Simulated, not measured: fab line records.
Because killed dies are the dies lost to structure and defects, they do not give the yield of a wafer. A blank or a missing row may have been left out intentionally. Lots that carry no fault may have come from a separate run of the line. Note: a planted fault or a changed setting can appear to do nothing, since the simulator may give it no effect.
fab line records + flow n5Finfet
record
- lots=11
- wafers=33
- lastDay=18
route steps=1938 shown MOL_CONTACT_COAG@558 BEOL_M15@1818 MIM_TOP_ETCH@1852 PASSIVATION@1936
lots that met no fault: taken from a fault-free run of the same line
startH: start of the lot's first displayed wafer, in hours after the record's first day + waitH: hours from the lot's prior step to this one + " unchanged from the row above + L1.1+2: several wafers, shown together as one row + - no value, or no start was given + * or withheld: withheld + < > ~ a bound
route shown NAME@n: a module of which the file shows steps, and the number in the route of the first + usual: mean and standard deviation over wafers with no fault + same: alike in all rows + chamber/n: place in a boat + sites: each site's reading + _std_site: standard deviation of those values + _edge_site: outer sites' mean less inner sites' + radiusMm: for every site, how far away it sits from the centre of the wafer + mask NAME#n: copy n + behind: tool/chamber where the wafer was last shaped + hold: why the lot was held/for how many hours/how that ended + device: the n, p or np transistor that did not switch + end of line: the same wafers' tests at the end of the route + where a step has no rows: the recipe by itself + killed: at the first sort, the dies lost to defects and structure; wafer yield is something else + map: per-die view of a wafer (x killed, . not killed, _ where there is no die)
set.NAME: setting as actually run; set.NAME@STEP: the setting as run at that earlier step + model.NAME: the simulator's own value behind a step, which no gauge read
a sample of lots followed through the steps of the route, with each step as a table and each wafer as a row
services: a tool's chamber out of use, with start hour (startH, from the record's first day; less than 0 if before it), hours out, and reason
## steps
# step N5_MOL_CONTACT_COAG_WET_ETCH_116
# recipe
- chemistry=SC1-inhibited
- targetDepthNm=4.6
- dry=ipaMarangoni
- rinseTimeS=30
- rinseTempC=23
| lot.wafer  | tool        | chamber | startH | waitH |
|------------|-------------|---------|--------|-------|
| L309.2+4+6 | wetBench-01 | 5,2,6   | 113.56 | 0.0   |
| L311.1+3+6 | wetBench-01 | 7,5,4   | 120.26 | 0.0   |
| L312.3+4+5 | wetBench-01 | 6,2,3   | 125.08 | 0.0   |
| L314.1+3+6 | wetBench-01 | 3,1,4   | 131.10 | 0.0   |
| L315.2+3+5 | wetBench-01 | 1,0,2   | 133.84 | 0.0   |
| L317.1+2+4 | wetBench-06 | 2,0,5   | 150.12 | 0.0   |
| L318.1+2+6 | wetBench-01 | 7,1,4   | 157.81 | 0.0   |
| L320.1+3+6 | wetBench-02 | 3,5,7   | 173.81 | 0.0   |
| L321.1+3+6 | wetBench-06 | 6,2,5   | 180.85 | 0.0   |
| L323.2+3+4 | wetBench-01 | 6,7,1   | 190.28 | 0.0   |
| L330.2+3+4 | wetBench-02 | 3,4,1   | 232.15 | 0.0   |
# step N5_BEOL_M15_PRE_CLEAN_42
# recipe
- gas=H2/He
- timeS=30
- tempC=300
# usual
- heaterPowerW=446/43
| lot.wafer | tool          | chamber | startH | waitH | heaterPowerW |
|-----------|---------------|---------|--------|-------|--------------|
| L311.1    | pvdSputter-02 | -       | 281.22 | 0.0   | 524          |
| L311.3    | "             | -       | "      | "     | 508          |
| L311.6    | "             | -       | "      | "     | 504          |
| L309.2    | pvdSputter-03 | -       | 284.87 | 0.0   | 448          |
| L309.4    | "             | -       | "      | "     | 452          |
| L309.6    | "             | -       | "      | "     | 450          |
| L312.3    | pvdSputter-03 | -       | 307.28 | 0.0   | 447          |
| L312.4    | "             | -       | "      | "     | 393          |
| L312.5    | "             | -       | "      | "     | 390          |
| L314.1    | pvdSputter-02 | -       | 313.87 | 0.0   | 417          |
| L314.3    | "             | -       | "      | "     | 516          |
| L314.6    | "             | -       | "      | "     | 410          |
| L315.2    | pvdSputter-02 | -       | 314.49 | 0.0   | 405          |
| L315.3    | "             | -       | "      | "     | 519          |
| L315.5    | "             | -       | "      | "     | 409          |
| L318.1    | pvdSputter-01 | -       | 322.18 | 0.0   | 439          |
| L318.2    | "             | -       | "      | "     | 465          |
| L318.6    | "             | -       | "      | "     | 452          |
| L317.1    | pvdSputter-03 | -       | 325.64 | 0.0   | 406          |
| L317.2    | "             | -       | "      | "     | 448          |
| L317.4    | "             | -       | "      | "     | 393          |
| L320.1    | pvdSputter-01 | -       | 341.02 | 0.0   | 441          |
| L320.3    | "             | -       | "      | "     | 473          |
| L320.6    | "             | -       | "      | "     | 446          |
| L321.1    | pvdSputter-01 | -       | 362.78 | 0.0   | 469          |
| L321.3    | "             | -       | "      | "     | 439          |
| L321.6    | "             | -       | "      | "     | 438          |
| L323.2    | pvdSputter-02 | -       | 371.79 | 0.0   | 401          |
| L323.3    | "             | -       | "      | "     | 508          |
| L323.4    | "             | -       | "      | "     | 520          |
| L330.2    | pvdSputter-01 | -       | 416.62 | 0.0   | 460          |
| L330.3    | "             | -       | "      | "     | 437          |
| L330.4    | "             | -       | "      | "     | 451          |
# step N5_MIM_TOP_ETCH_STRIP_01
# recipe
- chemistry=O2
- powerW=600
- tempC=60
- pressureMtorr=30
- rfFrequencyHz=6e+07
- biasPowerW=0
- overashFraction=0.5
- o2FlowSccm=225
# usual
- drypumpMotorCurrentA=5.9/0.36
- oesProductAu=0.83/0.085
- rfVppV=3.8/1.4
- showerheadPlenumPTorr=2.15/0.066
- throttleValvePct=16.61/0.22
| lot.wafer | tool       | chamber | startH | waitH | drypumpMotorCurrentA | oesProductAu | rfHoursCounterH | rfVppV | showerheadPlenumPTorr | throttleValvePct |
|-----------|------------|---------|--------|-------|----------------------|--------------|-----------------|--------|-----------------------|------------------|
| L311.1    | rieDiel-02 | 1       | 287.25 | 0.1   | 5.9                  | 0.72         | 181             | 2.0    | 2.08                  | 16.94            |
| L311.3    | "          | 3       | "      | "     | 5.9                  | 0.85         | 71              | 4.6    | 2.14                  | 16.67            |
| L311.6    | "          | 3       | "      | "     | 5.9                  | 0.85         | -               | 3.9    | 2.14                  | 16.67            |
| L309.2    | rieDiel-02 | 2       | 291.23 | 0.1   | 5.2                  | 0.86         | 59              | 3.1    | 2.13                  | 16.54            |
| L309.4    | "          | 1       | "      | "     | 5.9                  | 0.70         | 182             | 3.5    | 2.08                  | 16.95            |
| L309.6    | "          | 0       | "      | "     | 6.5                  | 0.98         | -               | 6.5    | 2.22                  | 16.27            |
| L312.3    | rieDiel-04 | 1       | 312.60 | 0.1   | 5.8                  | 0.94         | 10              | 3.7    | 2.04                  | 16.41            |
| L312.4    | "          | 2       | "      | "     | 5.3                  | 0.76         | 154             | 2.2    | 2.21                  | 16.91            |
| L312.5    | "          | 0       | "      | "     | 6.4                  | 0.93         | -               | 6.9    | 2.25                  | 16.68            |
| L314.1    | rieDiel-06 | 3       | 318.67 | 0.1   | 5.9                  | 0.80         | 110             | 8.2    | 2.02                  | 17.01            |
| L314.3    | "          | 2       | "      | "     | 5.9                  | 0.71         | 176             | 3.2    | 2.20                  | 16.55            |
| L314.6    | "          | 2       | "      | "     | 5.9                  | 0.69         | -               | 5.1    | 2.20                  | 16.56            |
| L315.2    | rieDiel-02 | 1       | 321.43 | 0.1   | 5.9                  | 0.70         | 192             | 0.9    | 2.08                  | 16.91            |
| L315.3    | "          | 3       | "      | "     | 5.9                  | 0.84         | 83              | 4.7    | 2.14                  | 16.71            |
| L315.5    | "          | 3       | "      | "     | 5.9                  | 0.83         | -               | 3.8    | 2.14                  | 16.77            |
| L318.1    | rieDiel-04 | 1       | 327.58 | 0.1   | 5.7                  | 0.92         | 14              | 5.1    | 2.04                  | 16.42            |
| L318.2    | "          | 0       | "      | "     | 6.3                  | 0.91         | 22              | 3.8    | 2.25                  | 16.73            |
| L318.6    | "          | 1       | "      | "     | 5.8                  | 0.95         | -               | 3.6    | 2.04                  | 16.39            |
| L317.1    | rieDiel-06 | 0       | 332.02 | 0.1   | 5.9                  | 0.85         | 76              | 3.0    | 2.14                  | 16.38            |
| L317.2    | "          | 3       | "      | "     | 5.8                  | 0.82         | 114             | 2.0    | 2.02                  | 17.03            |
| L317.4    | "          | 1       | "      | "     | 5.9                  | 0.89         | 40              | 2.2    | 2.20                  | 16.47            |
| L320.1    | rieDiel-02 | 1       | 347.38 | 0.1   | 5.9                  | 0.69         | 200             | 7.1    | 2.07                  | 16.94            |
| L320.3    | "          | 0       | "      | "     | 6.6                  | 0.95         | 19              | 3.1    | 2.21                  | 16.32            |
| L320.6    | "          | 1       | "      | "     | 5.9                  | 0.69         | -               | 4.4    | 2.07                  | 16.94            |
| L321.1    | rieDiel-02 | 1       | 367.92 | 0.1   | 5.9                  | 0.71         | 206             | 5.3    | 2.07                  | 16.92            |
| L321.3    | "          | 3       | "      | "     | 5.9                  | 0.82         | 96              | 3.8    | 2.13                  | 16.77            |
| L321.6    | "          | 0       | "      | "     | 6.5                  | 0.95         | -               | 4.1    | 2.21                  | 16.34            |
| L323.2    | rieDiel-02 | 0       | 377.12 | 0.2   | 6.5                  | 0.92         | 29              | 3.4    | 2.21                  | 16.37            |
| L323.3    | "          | 1       | "      | "     | 5.9                  | 0.69         | 209             | 1.8    | 2.07                  | 16.99            |
| L323.4    | "          | 2       | "      | "     | 5.3                  | 0.82         | 87              | 2.5    | 2.12                  | 16.64            |
| L330.2    | rieDiel-04 | 3       | 425.13 | 0.1   | 5.4                  | 0.77         | 137             | 3.8    | 2.11                  | 16.48            |
| L330.3    | "          | 2       | "      | "     | 5.3                  | 0.72         | 187             | 2.8    | 2.20                  | 16.99            |
| L330.4    | "          | 1       | "      | "     | 5.8                  | 0.90         | 43              | 4.1    | 2.03                  | 16.45            |
# step N5_MIM_TOP_ETCH_PECVD_03
# recipe
- material=SiNx
- targetThkA=200
- tempC=400
- precursor=SiH4/NH3/N2
- pressureTorr=1.5
- rfW=300
- timeS=17.6
# usual
- heaterPowerOuterW=455/61
- heaterPowerW=776/88
- showerheadPlenumPTorr=5.15/0.063
- showerheadVppV=1089/47
- throttleValvePct=40.6/1.8
| lot.wafer | tool     | chamber | startH | waitH | heaterPowerOuterW | heaterPowerW | showerheadPlenumPTorr | showerheadVppV | throttleValvePct |
|-----------|----------|---------|--------|-------|-------------------|--------------|-----------------------|----------------|------------------|
| L311.1    | pecvd-01 | 0       | 287.31 | -     | 493               | 831          | 5.24                  | 1091           | 40.8             |
| L311.3    | "        | 1       | "      | "     | 424               | 731          | 5.07                  | 1033           | 41.2             |
| L311.6    | "        | 2       | "      | "     | 432               | 751          | 5.09                  | 1099           | 39.8             |
| L309.2    | pecvd-04 | 0       | 291.29 | -     | 424               | 710          | 5.13                  | 1075           | 40.6             |
| L309.4    | "        | 2       | "      | "     | 555               | 887          | 5.13                  | 1084           | 41.0             |
| L309.6    | "        | 0       | "      | "     | 441               | 696          | 5.12                  | 1071           | 40.3             |
| L312.3    | pecvd-01 | 0       | 312.66 | -     | 486               | 806          | 5.22                  | 1087           | 40.9             |
| L312.4    | "        | 0       | "      | "     | 486               | 836          | 5.23                  | 1080           | 41.0             |
| L312.5    | "        | 1       | "      | "     | 482               | 837          | 5.07                  | 1032           | 41.2             |
| L314.1    | pecvd-01 | 0       | 318.74 | -     | 533               | 881          | 5.22                  | 1102           | 40.9             |
| L314.3    | "        | 2       | "      | "     | 390               | 688          | 5.09                  | 1115           | 39.8             |
| L314.6    | "        | 2       | "      | "     | 382               | 678          | 5.10                  | 1125           | 39.7             |
| L315.2    | pecvd-02 | 2       | 321.49 | -     | 304               | 580          | 5.15                  | 1219           | 37.5             |
| L315.3    | "        | 0       | "      | "     | 549               | 862          | 5.16                  | 1077           | 39.0             |
| L315.5    | "        | 0       | "      | "     | 548               | 847          | 5.16                  | 1066           | 38.9             |
| L318.1    | pecvd-02 | 0       | 327.65 | -     | 505               | 813          | 5.15                  | 1082           | 39.0             |
| L318.2    | "        | 2       | "      | "     | 360               | 664          | 5.16                  | 1194           | 38.0             |
| L318.6    | "        | 2       | "      | "     | 346               | 641          | 5.16                  | 1211           | 37.7             |
| L317.1    | pecvd-04 | 2       | 332.08 | -     | 498               | 847          | 5.13                  | 1060           | 41.1             |
| L317.2    | "        | 0       | "      | "     | 463               | 744          | 5.14                  | 1063           | 40.2             |
| L317.4    | "        | 0       | "      | "     | 452               | 738          | 5.12                  | 1080           | 40.5             |
| L320.1    | pecvd-02 | 2       | 347.44 | -     | 364               | 672          | 5.16                  | 1206           | 37.8             |
| L320.3    | "        | 0       | "      | "     | 495               | 787          | 5.15                  | 1110           | 38.7             |
| L320.6    | "        | 0       | "      | "     | 479               | 783          | 5.16                  | 1078           | 38.8             |
| L321.1    | pecvd-04 | 2       | 367.98 | -     | 534               | 925          | 5.14                  | 1080           | 41.1             |
| L321.3    | "        | 0       | "      | "     | 456               | 737          | 5.12                  | 1038           | 40.4             |
| L321.6    | "        | 1       | "      | "     | 443               | 707          | 5.27                  | 1133           | 46.8             |
| L323.2    | pecvd-01 | 1       | 377.19 | -     | 473               | 824          | 5.08                  | 1040           | 40.9             |
| L323.3    | "        | 0       | "      | "     | 460               | 784          | 5.22                  | 1094           | 40.7             |
| L323.4    | "        | 2       | "      | "     | 454               | 764          | 5.09                  | 1096           | 40.1             |
| L330.2    | pecvd-01 | 2       | 425.19 | -     | 439               | 779          | 5.09                  | 1115           | 40.3             |
| L330.3    | "        | 0       | "      | "     | 534               | 925          | 5.24                  | 1084           | 41.0             |
| L330.4    | "        | 1       | "      | "     | 437               | 752          | 5.07                  | 1055           | 41.3             |
# step N5_PASSIVATION_PROBE_49
# usual
- defectLimitedYield=91.7/1.5
- killed_at_M0_to_M3=32/10
- killed_at_M4_up=14/5.3
- killedAtContacts=13/5.7
- killedAtFrontEnd=37/10
- killedAtOther=3.3/2.5
- killedDies=98/18
- killedOpen=65/13
- killedShort=31/7.5
- sort_bin_5_function=4.9/0.91
- sort_bin_6_memory=3.1/0.71
- sortNPass=1082/18
- sortYieldPct=91.7/1.5
# same
- grossDies=1180
- killedAtBackSide=0
- sort_bin_4_leakage[%]=0
- sort_bin_8_speed[%]=0
| lot.wafer | tool      | chamber | startH | waitH | defectLimitedYield[%] | killed_at_M0_to_M3 | killed_at_M4_up | killedAtContacts | killedAtFrontEnd | killedAtOther | killedDies | killedOpen | killedShort | sort_bin_5_function[%] | sort_bin_6_memory[%] | sortNPass | sortYieldPct[%] |
|-----------|-----------|---------|--------|-------|-----------------------|--------------------|-----------------|------------------|------------------|---------------|------------|------------|-------------|------------------------|----------------------|-----------|-----------------|
| L323.2    | prober-01 | -       | 386.60 | 0.1   | 91.1                  | 47                 | 18              | 6                | 32               | 2             | 105        | 63         | 40          | 4.2                    | 4.3                  | 1075      | 91.1            |
| L323.3    | prober-01 | -       | 386.65 | 0.1   | 78.9                  | 43                 | 14              | 159              | 28               | 5             | 249        | 60         | 34          | 13.1                   | 3.5                  | 931       | 78.9            |
| L323.4    | prober-01 | -       | 386.70 | 0.2   | 94.6                  | 23                 | 13              | 4                | 22               | 2             | 64         | 40         | 20          | 2.7                    | 2.4                  | 1116      | 94.6            |
# killed by level:class
L323.2 BEOL_M0_SAQP:geometricParticle:short=16 BEOL_M0_SAQP:geometricParticle:open=11 BEOL_M1:geometricParticle:open=6 BEOL_M3:geometricParticle:open=6 BEOL_M8:geometricParticle:open=6 FIN_SAQP:geometricParticle:open=5 MOL_CONTACT_COAG:geometricParticle:open=5 FIN_SAQP:geometricParticle:short=4
L323.3 MOL_CONTACT_COAG:unspecified=150 BEOL_M2:geometricParticle:open=11 MOL_CONTACT_COAG:geometricParticle:open=8 FIN_SAQP:geometricParticle:short=7 BEOL_M0_SAQP:geometricParticle:short=7 BEOL_M0_SAQP:geometricParticle:open=6 BEOL_M1:geometricParticle:open=5 DUMMY_GATE:geometricParticle:open=4
L323.4 FIN_SAQP:geometricParticle:open=5 BEOL_M0_SAQP:geometricParticle:open=5 FIN_SAQP:geometricParticle:short=4 MOL_CONTACT_COAG:geometricParticle:open=4 BEOL_M0_SAQP:geometricParticle:short=4 BEOL_M1:geometricParticle:open=3 BEOL_M2:geometricParticle:open=3 BEOL_M4:geometricParticle:open=3
## services
| tool          | chamber | startH | hours | kind   |
|---------------|---------|--------|-------|--------|
| pvdSputter-03 | -       | 93.63  | 3.5   | repair |
| rieDiel-04    | 2       | 96.92  | 132.0 | repair |
| pvdSputter-02 | -       | 134.88 | 1.1   | repair |
| pecvd-01      | -       | 158.13 | 4.3   | repair |
| rieDiel-02    | 2       | 161.44 | 8.3   | repair |
| pecvd-04      | 2       | 168.49 | 7.5   | repair |
| wetBench-02   | -       | 175.78 | 1.9   | pm     |
| rieDiel-02    | 1       | 183.49 | 5.8   | repair |
| rieDiel-02    | -       | 199.34 | 2.8   | pm     |
| pecvd-02      | 1       | 238.05 | 21.2  | repair |
| rieDiel-06    | 1       | 256.96 | 4.2   | repair |
| pecvd-02      | -       | 260.45 | 0.9   | repair |
| rieDiel-02    | 0       | 265.89 | -     | clean  |
| pecvd-01      | -       | 276.86 | 5.5   | pm     |
| rieDiel-06    | -       | 301.29 | 2.1   | repair |
| pecvd-04      | 0       | 342.55 | 3.9   | repair |
| pvdSputter-03 | -       | 350.34 | 3.1   | repair |
| rieDiel-02    | -       | 350.76 | 0.6   | repair |
| rieDiel-04    | -       | 369.49 | 0.5   | repair |
| rieDiel-06    | 3       | 382.22 | 3.5   | repair |
| rieDiel-06    | 3       | 387.36 | 10.5  | repair |
| pecvd-04      | 2       | 407.04 | 2.9   | repair |
| pecvd-01      | -       | 422.63 | 1.3   | repair |
| pvdSputter-03 | -       | 424.81 | 0.5   | repair |
## key
firstSign
- step=N5_PASSIVATION_PROBE_49
- reading=killedAtContacts
- direction=up
- sigmas=26
- usual=13
- struck=159
effect
- step=N5_PASSIVATION_PROBE_49
- reading=defectLimitedYield
- direction=down
- sigmas=8.6
- usual=91.7
- struck=78.9
moreKillsBornAt
- N5_MOL_CONTACT_COAG_WET_ETCH_116@wetBench-01=150
metAt N5_MOL_CONTACT_COAG_WET_ETCH_116
struckLots L323
struckWafers L323.3
notActingAt N5_BEOL_M15_PRE_CLEAN_42,N5_MIM_TOP_ETCH_STRIP_01,N5_MIM_TOP_ETCH_PECVD_03
onsetBetween 157.81 190.28
fault
- kind=chamberParticleSource
- tool=wetBench-01
- chamber=7
- onsetH=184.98
- steps=N5_MOL_CONTACT_COAG_WET_ETCH_116
- ratePerVisitCm2=1.5948
- endH=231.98
